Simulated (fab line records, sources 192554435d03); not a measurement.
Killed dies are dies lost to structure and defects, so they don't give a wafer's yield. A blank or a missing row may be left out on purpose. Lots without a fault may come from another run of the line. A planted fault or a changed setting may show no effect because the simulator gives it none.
Which tool did it? | flow n5_finfet | 24 lots, 72 wafers sampled, at 4 steps of a route of 1938

WHAT THE GAUGES READ, wafer by wafer
N5_FIN_SAQP_INSPECT_40: inspects for defects (brightfield). Usual: raw_defect_count 257, standard deviation 90.
lot  | measured    | on                | raw_defect_count | flag
L074 | day 2 02:44 | defect_inspect-02 | 191 151 205      |
L075 | day 2 10:23 | defect_inspect-02 | 463 646 386      |
L076 | day 2 15:36 | defect_inspect-02 | 210 225 174      |
L077 | day 2 22:04 | defect_inspect-01 | 343 361 265      |
L078 | day 3 02:47 | defect_inspect-01 | 217 218 230      |
L079 | day 3 10:00 | defect_inspect-01 | 303 231 264      |
L080 | day 3 15:02 | defect_inspect-01 | 201 220 285      |
L081 | day 3 21:25 | defect_inspect-01 | 236 287 323      |
L082 | day 4 03:16 | defect_inspect-02 | 199 299 501      |
L083 | day 4 09:01 | defect_inspect-01 | 277 201 209      |
L084 | day 4 16:11 | defect_inspect-02 | 348 322 244      |
L085 | day 4 21:53 | defect_inspect-01 | 253 251 246      |
L086 | day 5 02:14 | defect_inspect-02 | 246 363 303      |
L087 | day 5 10:51 | defect_inspect-02 | 217 177 149      |
L088 | day 5 16:02 | defect_inspect-01 | 262 338 306      |
L089 | day 5 22:08 | defect_inspect-02 | 234 165 141      |
L090 | day 6 02:31 | defect_inspect-01 | 235 246 252      |
L091 | day 6 08:23 | defect_inspect-01 | 300 186 177      |
L092 | day 6 15:17 | defect_inspect-02 | 190 289 274      |
L093 | day 6 20:41 | defect_inspect-01 | 522 339 273      |
L094 | day 7 03:08 | defect_inspect-02 | 247 215 390      |
L095 | day 7 09:19 | defect_inspect-02 | 153 135 97       |
L096 | day 7 14:39 | defect_inspect-02 | 265 166 183      |
L097 | day 7 19:49 | defect_inspect-02 | 248 288 234      |

N5_FIN_CUT_CD_MEAS_08: target cd 29.1 nm. Usual: cd_nm 29.01 nm, standard deviation 0.22.
lot  | measured    | on        | cd_nm (nm)        | flag
L074 | day 2 03:02 | cd_sem-01 | 28.69 28.99 29.18 |
L075 | day 2 10:49 | cd_sem-02 | 29.22 29.42 29.32 |
L076 | day 2 16:01 | cd_sem-03 | 28.98 29.00 29.24 |
L077 | day 2 22:22 | cd_sem-01 | 28.95 29.37 28.95 |
L078 | day 3 03:13 | cd_sem-01 | 28.54 29.38 29.09 |
L079 | day 3 10:18 | cd_sem-01 | 28.82 28.87 28.48 |
L080 | day 3 15:20 | cd_sem-01 | 29.22 29.21 29.02 |
L081 | day 3 21:51 | cd_sem-02 | 28.68 28.61 28.54 |
L082 | day 4 03:35 | cd_sem-02 | 29.02 28.99 29.04 |
L083 | day 4 09:27 | cd_sem-02 | 28.82 29.27 28.58 |
L084 | day 4 16:29 | cd_sem-02 | 29.39 29.07 28.95 |
L085 | day 4 22:11 | cd_sem-02 | 29.24 29.13 29.08 |
L086 | day 5 02:40 | cd_sem-01 | 28.97 28.72 29.06 |
L087 | day 5 11:09 | cd_sem-01 | 29.08 28.83 29.22 |
L088 | day 5 16:20 | cd_sem-01 | 28.77 28.60 29.08 |
L089 | day 5 22:26 | cd_sem-01 | 29.13 29.39 29.10 |
L090 | day 6 02:59 | cd_sem-03 | 28.72 28.83 29.20 |
L091 | day 6 08:41 | cd_sem-03 | 29.22 29.28 28.84 |
L092 | day 6 15:35 | cd_sem-03 | 28.60 29.13 28.89 |
L093 | day 6 21:07 | cd_sem-01 | 28.98 28.83 28.92 |
L094 | day 7 03:34 | cd_sem-02 | 28.96 28.92 29.03 |
L095 | day 7 09:44 | cd_sem-03 | 28.80 29.05 28.96 |
L096 | day 7 15:05 | cd_sem-03 | 29.18 29.09 28.83 |
L097 | day 7 20:15 | cd_sem-01 | 29.37 29.09 28.77 |

N5_FIN_CUT_OVL_MEAS_09. Usual: FIN_CUT_OVL -0.5 nm, standard deviation 0.67.
lot  | measured    | on         | FIN_CUT_OVL (nm) | flag
L074 | day 2 03:05 | overlay-01 | -1.4 -0.2 0.0    |
L075 | day 2 10:50 | overlay-01 | 0.5 0.5 0.3      |
L076 | day 2 16:03 | overlay-01 | -0.9 -0.6 0.2    |
L077 | day 2 22:24 | overlay-01 | -1.0 -0.4 -0.7   |
L078 | day 3 03:15 | overlay-01 | -0.2 -0.5 0.1    |
L079 | day 3 10:20 | overlay-01 | 0.9 0.9 -0.8     |
L080 | day 3 15:22 | overlay-02 | 0.0 -0.2 -1.2    |
L081 | day 3 21:53 | overlay-01 | -1.2 -2.0 -0.8   |
L082 | day 4 03:38 | overlay-01 | -0.7 0.0 -1.0    |
L083 | day 4 09:29 | overlay-01 | -0.7 0.1 -1.5    |
L084 | day 4 16:31 | overlay-01 | -0.2 0.1 -0.5    |
L085 | day 4 22:13 | overlay-02 | -0.1 0.0 -0.2    |
L086 | day 5 02:42 | overlay-01 | -0.8 -1.1 -1.7   |
L087 | day 5 11:11 | overlay-01 | -1.8 -1.7 -1.0   |
L088 | day 5 16:23 | overlay-01 | -0.2 -0.7 -1.7   |
L089 | day 5 22:28 | overlay-01 | 0.2 -0.9 0.2     |
L090 | day 6 03:01 | overlay-02 | -0.5 -1.3 -1.8   |
L091 | day 6 08:43 | overlay-02 | -1.4 -1.4 -1.5   |
L092 | day 6 15:38 | overlay-02 | 0.1 0.2 0.5      |
L093 | day 6 21:10 | overlay-01 | -0.7 -0.8 -1.0   |
L094 | day 7 03:36 | overlay-01 | 0.3 -1.0 0.4     |
L095 | day 7 09:46 | overlay-01 | -0.5 -0.6 -1.0   |
L096 | day 7 15:07 | overlay-01 | -1.0 -0.4 -1.5   |
L097 | day 7 20:17 | overlay-01 | -1.1 -1.6 -2.1   |

WHICH TOOL RAN EACH LOT (tool, then ch and the chambers of the sampled wafers, then the start)
lot  | N5_FIN_SAQP_PECVD_48
L074 | pecvd-01 ch 0,1,2, day 1 21:51
L075 | pecvd-01 ch 0,1,2, day 2 04:49
L076 | pecvd-01 ch 0,2, day 2 08:35
L077 | pecvd-01 ch 0,1,2, day 2 16:55
L078 | pecvd-03 ch 0,1, day 2 21:04
L079 | pecvd-02 ch 0,1,2, day 3 04:06
L080 | pecvd-03 ch 1,2, day 3 09:56
L081 | pecvd-03 ch 0,2, day 3 15:32
L082 | pecvd-02 ch 0,1,2, day 3 22:20
L083 | pecvd-01 ch 0,1,2, day 4 03:55
L084 | pecvd-02 ch 0,2, day 4 09:47
L085 | pecvd-01 ch 0,2, day 4 15:28
L086 | pecvd-03 ch 0,1,2, day 4 21:02
L087 | pecvd-03 ch 1,2, day 5 04:49
L088 | pecvd-03 ch 0,1, day 5 09:44
L089 | pecvd-03 ch 0,1, day 5 15:40
L090 | pecvd-02 ch 0,1,2, day 5 21:22
L091 | pecvd-01 ch 1,2, day 6 03:06
L092 | pecvd-01 ch 0,1,2, day 6 09:10
L093 | pecvd-01 ch 0,2, day 6 15:11
L094 | pecvd-02 ch 0,1,2, day 6 21:07
L095 | pecvd-02 ch 0,2, day 7 03:17
L096 | pecvd-01 ch 1,2, day 7 09:47
L097 | pecvd-01 ch 1,2, day 7 14:52
- N5_FIN_SAQP_PECVD_48: deposits SiNx from SiH4/NH3/N2, target thk 25 nm, time 22.1 s.

WHAT THE TOOLS THEMSELVES READ (means of the sampled wafers that have a number; where no wafer has one, the mark that the record gives instead)
N5_FIN_SAQP_PECVD_48. Usual: heater_power_w 772 W, standard deviation 100; showerhead_plenum_p_Torr 5.11 Torr, standard deviation 0.08; throttle_valve_pct 38.6 %, standard deviation 1.4.
lot  | tool     | heater_power_w (W) | showerhead_plenum_p_Torr (Torr) | throttle_valve_pct (%) | flag
L074 | pecvd-01 | 764                | 5.14                            | 38.3                   |
L075 | pecvd-01 | 733                | 5.14                            | 38.5                   |
L076 | pecvd-01 | 685                | 5.13                            | 37.6                   |
L077 | pecvd-01 | 770                | 5.14                            | 38.3                   |
L078 | pecvd-03 | 817                | 5.11                            | 39.0                   |
L079 | pecvd-02 | 821                | 5.16                            | 38.8                   |
L080 | pecvd-03 | 857                | 5.01                            | 38.3                   |
L081 | pecvd-03 | 770                | 4.99                            | 37.9                   |
L082 | pecvd-02 | 770                | 5.15                            | 38.8                   |
L083 | pecvd-01 | 740                | 5.13                            | 38.5                   |
L084 | pecvd-02 | 904                | 5.18                            | 38.5                   |
L085 | pecvd-01 | 807                | 5.18                            | 37.0                   |
L086 | pecvd-03 | 824                | 5.05                            | 38.5                   |
L087 | pecvd-03 | 860                | 5.01                            | 38.3                   |
L088 | pecvd-03 | 782                | 5.09                            | 38.8                   |
L089 | pecvd-03 | 775                | 5.09                            | 38.6                   |
L090 | pecvd-02 | 794                | 5.15                            | 38.9                   |
L091 | pecvd-01 | 638                | 5.07                            | 39.4                   |
L092 | pecvd-01 | 719                | 5.14                            | 38.9                   |
L093 | pecvd-01 | 771                | 5.13                            | 37.8                   |
L094 | pecvd-02 | 855                | 5.15                            | 39.0                   |
L095 | pecvd-02 | 796                | 5.16                            | 39.1                   |
L096 | pecvd-01 | 730                | 5.07                            | 40.0                   |
L097 | pecvd-01 | 670                | 5.08                            | 39.2                   |

THE ANSWER, worked out from the rows above alone
Rule: a lot is off if the mean of its wafers that have a number lies more than 3 standard deviations from the usual mean. A lot without any number at a reading at which 4 lots or more have one is off too. The other lots that the step has rows for count as sound. The gauges are gone through in route order, then the tools' own readings, and for those a lot's mean is taken as printed above. The first step at which some lot is off is used, and at that step the reading that is off furthest; a lot without a number counts as furthest.
No lot is off at any reading shown: from this, nothing can be told.

WHAT THE SIMULATOR HAD PUT IN
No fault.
